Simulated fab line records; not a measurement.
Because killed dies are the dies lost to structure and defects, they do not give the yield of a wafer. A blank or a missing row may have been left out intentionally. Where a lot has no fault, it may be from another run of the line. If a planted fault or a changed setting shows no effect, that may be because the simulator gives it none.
Split-lot trial / flow n5Finfet / 21 wafers read across 7 lots, on a route 1938 steps long

THE SPLIT ITSELF
At N5_ILD0_ALD_15 (deposits SiNx, target thk 24 nm, pulse time 1 s, ald cycles 480), the setting aldCycles was moved away from the recipe's 480 on 7 of the 21 wafers read, by -7.9% to +15.6%. For the rest of the wafers, this setting stayed at what the recipe calls for.

The reading is taken at the split's own step.

THE READING
SiNx_of_ILD0_ALD_15.thkNm (the simulator's own value, which no gauge read), in nm, at N5_ILD0_ALD_15 (deposits SiNx, target thk 24 nm, pulse time 1 s, ald cycles 480). No usual value for it is given in the file. The 14 wafers here that ran the recipe average 24.0 nm, standard deviation 0.13 nm.

wafer=L074.1; tool, chamber at the split=aldSin-03, 2,1; aldCycles as run=480; against the recipe=recipe; SiNx_of_ILD0_ALD_15.thkNm, nm=23.8; against lot-mates on the recipe=-
wafer=L074.6; tool, chamber at the split=aldSin-03, 2,1; aldCycles as run=480; against the recipe=recipe; SiNx_of_ILD0_ALD_15.thkNm, nm=23.8; against lot-mates on the recipe=-
wafer=L074.4; tool, chamber at the split=aldSin-03, 1; aldCycles as run=480; against the recipe=recipe; SiNx_of_ILD0_ALD_15.thkNm, nm=24; against lot-mates on the recipe=-
wafer=L079.1; tool, chamber at the split=aldSin-03, 2,0; aldCycles as run=480; against the recipe=recipe; SiNx_of_ILD0_ALD_15.thkNm, nm=24; against lot-mates on the recipe=-
wafer=L079.2; tool, chamber at the split=aldSin-03, 2,0; aldCycles as run=480; against the recipe=recipe; SiNx_of_ILD0_ALD_15.thkNm, nm=24; against lot-mates on the recipe=-
wafer=L079.3; tool, chamber at the split=aldSin-03, 3; aldCycles as run=480; against the recipe=recipe; SiNx_of_ILD0_ALD_15.thkNm, nm=24.2; against lot-mates on the recipe=-
wafer=L080.1; tool, chamber at the split=aldSin-01, 0; aldCycles as run=480; against the recipe=recipe; SiNx_of_ILD0_ALD_15.thkNm, nm=23.8; against lot-mates on the recipe=-
wafer=L080.2; tool, chamber at the split=aldSin-01, 2,3; aldCycles as run=480; against the recipe=recipe; SiNx_of_ILD0_ALD_15.thkNm, nm=24; against lot-mates on the recipe=-
wafer=L080.3; tool, chamber at the split=aldSin-01, 2,3; aldCycles as run=480; against the recipe=recipe; SiNx_of_ILD0_ALD_15.thkNm, nm=24; against lot-mates on the recipe=-
wafer=L082.2; tool, chamber at the split=aldSin-01, 2,0; aldCycles as run=444; against the recipe=-7.5%; SiNx_of_ILD0_ALD_15.thkNm, nm=22.2; against lot-mates on the recipe=-1.8
wafer=L082.5; tool, chamber at the split=aldSin-01, 2,0; aldCycles as run=444; against the recipe=-7.5%; SiNx_of_ILD0_ALD_15.thkNm, nm=22.2; against lot-mates on the recipe=-1.8
wafer=L082.3; tool, chamber at the split=aldSin-01, 3; aldCycles as run=480; against the recipe=recipe; SiNx_of_ILD0_ALD_15.thkNm, nm=24; against lot-mates on the recipe=-
wafer=L085.1; tool, chamber at the split=aldSin-01, 0; aldCycles as run=480; against the recipe=recipe; SiNx_of_ILD0_ALD_15.thkNm, nm=24; against lot-mates on the recipe=-
wafer=L085.3; tool, chamber at the split=aldSin-01, 1,3; aldCycles as run=555; against the recipe=+15.6%; SiNx_of_ILD0_ALD_15.thkNm, nm=27.6; against lot-mates on the recipe=+3.6
wafer=L085.4; tool, chamber at the split=aldSin-01, 1,3; aldCycles as run=555; against the recipe=+15.6%; SiNx_of_ILD0_ALD_15.thkNm, nm=27.6; against lot-mates on the recipe=+3.6
wafer=L086.1; tool, chamber at the split=aldSin-04, 1,0; aldCycles as run=442; against the recipe=-7.9%; SiNx_of_ILD0_ALD_15.thkNm, nm=22.2; against lot-mates on the recipe=-2.0
wafer=L086.5; tool, chamber at the split=aldSin-04, 1,0; aldCycles as run=442; against the recipe=-7.9%; SiNx_of_ILD0_ALD_15.thkNm, nm=22.2; against lot-mates on the recipe=-2.0
wafer=L086.6; tool, chamber at the split=aldSin-04, 1; aldCycles as run=480; against the recipe=recipe; SiNx_of_ILD0_ALD_15.thkNm, nm=24.2; against lot-mates on the recipe=-
wafer=L089.4; tool, chamber at the split=aldSin-03, 0; aldCycles as run=546; against the recipe=+13.7%; SiNx_of_ILD0_ALD_15.thkNm, nm=27.2; against lot-mates on the recipe=+3.4
wafer=L089.5; tool, chamber at the split=aldSin-03, 1,2; aldCycles as run=480; against the recipe=recipe; SiNx_of_ILD0_ALD_15.thkNm, nm=23.8; against lot-mates on the recipe=-
wafer=L089.6; tool, chamber at the split=aldSin-03, 1,2; aldCycles as run=480; against the recipe=recipe; SiNx_of_ILD0_ALD_15.thkNm, nm=23.8; against lot-mates on the recipe=-
Rows listing several chambers each stand for several wafers; the file does not say which wafer went through which chamber.

THE FIT
A straight line over all 21 wafers: SiNx_of_ILD0_ALD_15.thkNm changes by +0.232 nm for each +1% of aldCycles; r = +1.00; the points scatter about the line by 0.12 nm.
The same after taking each lot's own level away (the mean of its wafers on the recipe; 21 wafers): +0.238 nm for each +1%; r = +1.00; scatter 0.087 nm.
The reading moves by 3.7 nm for the largest change in aldCycles, on that fit.
The lots' own levels span 23.80 to 24.20 nm, that is 3.0 times the standard deviation above.
The two slopes are in agreement: the lot-to-lot level therefore moves the slope only a little.
Check: with one of the wafers moved furthest among these (+15.6%) left out of the fit, the line predicts +3.75 nm for it against its lot-mates. Against them it came out at +3.6 nm.

FURTHER SPLITS ON THESE WAFERS
Other splits were also applied to these wafers ahead of the reading. Each is held against what the fit with the lots' levels taken away leaves over:
other split on the same wafers=N5_WELL_APT_COAT_02 spinRpm; wafers away from the commonest value=7; r with SiNx_of_ILD0_ALD_15.thkNm (lot level and that fit taken away)=+0.11
other split on the same wafers=N5_FIN_SAQP_HM_DEP_03 timeS; wafers away from the commonest value=11; r with SiNx_of_ILD0_ALD_15.thkNm (lot level and that fit taken away)=-0.01
other split on the same wafers=N5_FIN_SAQP_EXPOSE_13 doseMj; wafers away from the commonest value=10; r with SiNx_of_ILD0_ALD_15.thkNm (lot level and that fit taken away)=-0.12
other split on the same wafers=N5_FIN_CUT_EXPOSE_05 doseMj; wafers away from the commonest value=9; r with SiNx_of_ILD0_ALD_15.thkNm (lot level and that fit taken away)=+0.09
other split on the same wafers=N5_DUMMY_GATE_ETCH_42 biasW; wafers away from the commonest value=10; r with SiNx_of_ILD0_ALD_15.thkNm (lot level and that fit taken away)=-0.10
other split on the same wafers=N5_SD_EPI_N_PEB_07 pebTimeS; wafers away from the commonest value=5; r with SiNx_of_ILD0_ALD_15.thkNm (lot level and that fit taken away)=-0.20
other split on the same wafers=N5_SD_EPI_N_DEVELOP_08 developTimeS; wafers away from the commonest value=9; r with SiNx_of_ILD0_ALD_15.thkNm (lot level and that fit taken away)=+0.29

FILE'S OWN FIT
SiNx_of_ILD0_ALD_15.thkNm changes by +0.24 nm for each +1% of aldCycles, r = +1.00.
